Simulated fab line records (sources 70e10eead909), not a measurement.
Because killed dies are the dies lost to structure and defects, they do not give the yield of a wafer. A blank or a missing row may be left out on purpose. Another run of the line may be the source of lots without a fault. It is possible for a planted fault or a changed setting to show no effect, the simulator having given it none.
Chamber matching ; flow nand harc ; NHARC_P_M1_DESCUM_14 on rie diel-10 has 4 sister chambers
The step chemistry O2, time 3 s. 27 wafers are shown with their chamber, then 12 later ones without.

EACH WAFER AND ITS CHAMBER
wafer;chamber;showerhead plenum p Torr (Torr);drypump motor current A (A);oes product au (a.u.)
L074.3;2;1.94;5.6;0.993
L074.4;1;1.96;5.6;1.014
L074.5;2;1.94;5.6;0.988
L075.1;0;1.86;5.6;1.010
L075.4;2;1.94;5.6;0.992
L075.6;0;1.86;5.5;1.010
L075.2;3;1.98;6.2;1.008
L075.3;1;1.96;5.6;1.009
L075.5;1;1.96;5.6;1.006
L080.1;3;1.98;6.2;1.001
L080.2;1;1.96;5.6;1.010
L080.4;0;1.86;5.6;1.010
L081.1;1;1.96;5.6;1.021
L081.2;3;1.98;6.2;1.010
L081.4;2;1.93;5.6;0.980
L082.1;3;1.98;6.1;1.001
L082.5;3;1.98;6.1;1.003
L082.6;0;1.86;5.6;0.997
L083.1;0;1.86;5.6;0.995
L083.3;1;1.96;5.6;1.009
L083.4;2;1.93;5.6;0.988
L086.1;0;1.86;5.5;1.004
L086.5;0;1.86;5.6;1.007
L086.6;3;1.98;6.1;1.007
L087.1;0;1.86;5.5;1.013
L087.4;2;1.93;5.6;1.006
L087.6;1;1.95;5.7;1.006

SIGNATURES (averages over the wafers above)
reading;chamber 0;chamber 1;chamber 2;chamber 3;scatter within a chamber
showerhead plenum p Torr;1.8600;1.9586;1.9350;1.9800;0.0032
drypump motor current A;5.562;5.614;5.600;6.150;0.0429
oes product au;1.00575;1.01071;0.99117;1.00500;0.0063
Rule: a wafer's distance from a chamber is the root of the sum, over the readings, of the square of ((its reading less the chamber's mean) divided by the reading's scatter). The wafer belongs to the nearest chamber; if the next one is less than 2 further off, it can't be placed. The scatter is the square root of a quotient: the sum, over the shown wafers, of each reading's squared deviation from its chamber's mean, divided by wafers minus chambers.

WAFERS WITH NO CHAMBER GIVEN
wafer;showerhead plenum p Torr (Torr);drypump motor current A (A);oes product au (a.u.)
L090.1;1.98;6.1;0.993
L090.3;1.95;5.6;0.996
L090.6;1.86;5.6;1.019
L094.1;1.95;5.6;1.014
L094.3;1.98;6.2;1.004
L094.4;1.86;5.6;1.014
L096.1;1.98;6.2;1.002
L096.3;1.86;5.6;1.003
L096.6;1.86;5.5;1.019
L097.1;1.86;5.6;1.002
L097.2;1.93;5.6;0.993
L097.5;1.86;5.6;1.017

WHICH CHAMBER EACH ONE RAN IN
wafer;from the rows above;in truth
L090.1;3;3
L090.3;can't be placed: 1 or 2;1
L090.6;0;0
L094.1;1;1
L094.3;3;3
L094.4;0;0
L096.1;3;3
L096.3;0;0
L096.6;0;0
L097.1;0;0
L097.2;2;2
L097.5;0;0
Placed correctly: 11 of 12. Cannot be placed on the basis of these rows: 1; the candidates contain the true chamber in 1. Placed wrongly: 0.
